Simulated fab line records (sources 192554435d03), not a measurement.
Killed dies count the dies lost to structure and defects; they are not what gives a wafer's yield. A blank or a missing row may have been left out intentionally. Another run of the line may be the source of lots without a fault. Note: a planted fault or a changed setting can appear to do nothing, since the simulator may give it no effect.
One fault through the eyes of 3 desks ; flow n5_finfet ; each desk has only its own numbers; what lay behind them comes last

== AT THE TOOL OWNER'S DESK: litho_track-01 ==
The tool's own readings at N5_MOL_CONTACT_COAG_COAT_64 (time 60 s, resist thk 10 nm): means of the sampled wafers that have a number, for each lot that ran on this tool. Any lot whose mean is over 4 standard deviations away from the usual mean is out of limits and marked OUT; that distance is given in the brackets.
Columns: A = heater_power_total_W at N5_MOL_CONTACT_COAG_COAT_64, usual 391.7 W; B = plate_temp_C at N5_MOL_CONTACT_COAG_COAT_64, usual 204.98 C
lot;first seen here;A;B
L498;day 6 07:35;392.3;205.17
L503;day 7 04:34;390.8;205.09
L504;day 7 06:10;400.2 (+6.1) OUT;208.57 (+26) OUT
L506;day 7 23:01;400.4 (+6.2) OUT;208.32 (+24) OUT
L517;day 10 19:27;392.3;204.86
L518;day 11 00:26;392.6;204.98
Finding of this desk: L504, L506 out of limits; the first was L504 at day 7 06:10, on heater_power_total_W at N5_MOL_CONTACT_COAG_COAT_64. Within limits: L498, L503, L517, L518.

== FROM THE METROLOGY DESK ==
What the gauges read, lot by lot, whatever tool the lot ran on: means of the sampled wafers that have a number. Any lot whose mean is over 4 standard deviations away from the usual mean is out of limits and marked OUT; that distance is given in the brackets. It has 11 readings; the 7 that lie furthest out on some lot are the ones shown.
Columns: A = cd_nm at N5_MOL_CONTACT_COAG_CD_MEAS_40, usual 25.12 nm; B = DIBL_N at N5_BEOL_M4_RC_MEAS_101, usual 35.3 mV/V; C = IOFF_N at N5_BEOL_M4_RC_MEAS_101, usual 0.145 nA/um; D = ION_N at N5_BEOL_M4_RC_MEAS_101, usual 670 uA/um; E = SS_N at N5_BEOL_M4_RC_MEAS_101, usual 71.3 mV/dec; F = SS_P at N5_BEOL_M4_RC_MEAS_101, usual 73.1 mV/dec; G = VT_N at N5_BEOL_M4_RC_MEAS_101, usual 251 mV
lot;first seen here;A;B;C;D;E;F;G
L495;day 5 12:46;25.02;34.6;0.140;671;71.1;72.5;250
L497;day 5 16:40;25.08;35.0;0.167;681;71.2;74.1;246
L498;day 6 07:52;25.20;35.6;0.135;670;71.0;73.4;253
L503;day 7 04:58;25.32;34.8;0.118;660;70.8;72.8;254
L504;day 7 06:26;25.52;34.0;0.130;667;71.1;72.5;253
L506;day 7 23:25;25.29;33.5;0.116;654;70.4;72.6;256
L513;day 9 22:36;24.99;35.5;0.153;676;72.1;73.6;252
L514;day 10 05:32;25.08;34.8;0.151;678;70.6;73.1;249
L517;day 10 19:44;25.30;36.4;0.140;663;71.5;73.2;251
L518;day 11 00:43;24.83;35.4;0.143;665;70.9;72.9;250
This desk found nothing out of limits on any of the 10 lots.

== THE DEFECT DESK ==
For each lot, the counts of the inspections along the route, averaged over the sampled wafers that have a number. Any lot whose mean is over 4 standard deviations away from the usual mean is out of limits and marked OUT; that distance is given in the brackets.
Columns: A = raw_defect_count at N5_MOL_CONTACT_COAG_INSPECT_42, usual 202
lot;first seen here;A
L495;day 5 12:52;252
L497;day 5 16:45;195
L498;day 6 07:57;156
L503;day 7 05:03;238
L504;day 7 06:32;170
L506;day 7 23:31;252
L513;day 9 22:41;160
L514;day 10 05:37;240
L517;day 10 19:49;221
L518;day 11 00:49;230
This desk found nothing out of limits on any of the 10 lots.

== ALL TOGETHER ==
An alarm could have come from the tool owner's desk at day 7 06:10, on L504, L506.
From the metrology desk's view, nothing was out of limits.
The defect desk saw nothing out of limits.
The metrology desk has L504, L506 on record, within its limits.
The defect desk has L504, L506 on record, within its limits.
All the named lots went through N5_MOL_CONTACT_COAG_COAT_64 on litho_track-01.

== WHAT THE SIMULATOR HAD PUT IN ==
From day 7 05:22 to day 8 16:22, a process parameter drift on litho_track-01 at N5_MOL_CONTACT_COAG_COAT_64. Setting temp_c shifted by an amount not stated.
Shown lots that were struck: L504, L506.
Each desk's first reading out of limits, in hours after the fault started: the tool owner's desk, 1.
